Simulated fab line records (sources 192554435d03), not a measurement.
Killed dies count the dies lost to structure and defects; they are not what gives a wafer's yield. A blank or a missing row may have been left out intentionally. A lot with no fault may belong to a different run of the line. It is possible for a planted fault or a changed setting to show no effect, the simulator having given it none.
8D (eight disciplines) problem report, filled in by code    flow n5-finfet    the parts of the form that need people (team, actions taken, sign-off) are left out

1. WHAT WENT WRONG
rf-fwd-power-W at N5_BEOL_M7_ETCH_62 reads a mean of 1039.9 W on 2 wafers of 2 lots; wafers without a fault read 837.9 W with a standard deviation of 2.5. Relative to the usual mean, that is a shift of +81 standard deviations.
The step: etches SOC in N2/H2, target depth 110 nm, overetch 22 nm, time 165 s.
First observed at day 12 21:56: wafer L631.3, on rie-diel-03. At this step, 33 wafers from 11 lots have a number in the record. Rule for "out", or "out of limits": more than 4 standard deviations from the usual mean. All remaining wafers that have a number are taken as sound.

2. WHAT THIS IS AND IS NOT
question                     is                        is not
which readings at this step  rf-fwd-power-W, rf-vpp-V  drypump-motor-current-A, n2-flow-sccm, oes-product-au, showerhead-plenum-p-Torr, throttle-valve-pct
which lots                   L631, L633                L620, L621, L624, L629, L635, L636, L639, L640, L641
which wafers of those lots   L631.3, L633.5            L631.2, L631.4, L633.2, L633.6
read on which tools          rie-diel-03               rie-diel-01, rie-diel-02
when                         from day 12 21:56         up to then (14 sound wafers); but 17 sound wafers of L633, L635, L636, L639, L640, L641 came after

3. SUSPECTS, AND WHAT RULES EACH OUT
Counting: if a tool at a process step up to the reading ran every lot that is out, it stays a suspect. Sound lots after the first of them don't rule it out here, since some wafers of a struck lot are sound.
- rie-diel-03 at N5_BEOL_M7_ETCH_62 (etches SOC in N2/H2, target depth 110 nm, overetch 22 nm, time 165 s): kept. Every lot that is out went through it, the first being L631 (day 12 21:56); the last sound lot it ran before that was L629 (day 12 08:40). On those wafers its own readings are out: rf-fwd-power-W, rf-vpp-V.
- Within rie-diel-03 at N5_BEOL_M7_ETCH_62: the wafers that are out ran in chamber 3; their sound lot-mates ran in chambers 0, 1, 2.
Left after counting: rie-diel-03 at N5_BEOL_M7_ETCH_62.

4. THE CAUSE (what the simulator had put in)
rie-diel-03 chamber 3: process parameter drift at N5_BEOL_M7_ETCH_62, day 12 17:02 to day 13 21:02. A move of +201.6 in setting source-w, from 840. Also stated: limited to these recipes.
After counting, this tool was the only one left.

5. THE CHAIN OF EFFECTS, in route order
One row per reading whose mean, taken over the struck wafers that have a number, lies over 3 standard deviations from the usual. Only readings whose record carries a usual standard deviation are examined. hours: median over the lots of the time between each lot's start at the first step of this table that gives one and its start at this step. sigmas: the change, counted in usual standard deviations.
hours  step                reading         usual    on struck wafers  change  sigmas
0      N5_BEOL_M7_ETCH_62  rf-fwd-power-W  837.9 W  1039.9            +202.0  +81
0      N5_BEOL_M7_ETCH_62  rf-vpp-V        524.4 V  486.5             -37.9   -16
It contains these process steps:
- N5_BEOL_M7_ETCH_62: etches SOC in N2/H2, target depth 110 nm, overetch 22 nm, time 165 s.
Later steps that measure or inspect, where all struck wafers having a row at the step show a number for every such reading and not one has moved that far: N5_BEOL_M7_OVL_MEAS_29, N5_BEOL_M7_INSPECT_30.

6. HOW IT WOULD HAVE BEEN CAUGHT EARLIER
First out-of-limits reading in this record: day 12 21:56, which is 5 hours after fault onset at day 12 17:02.
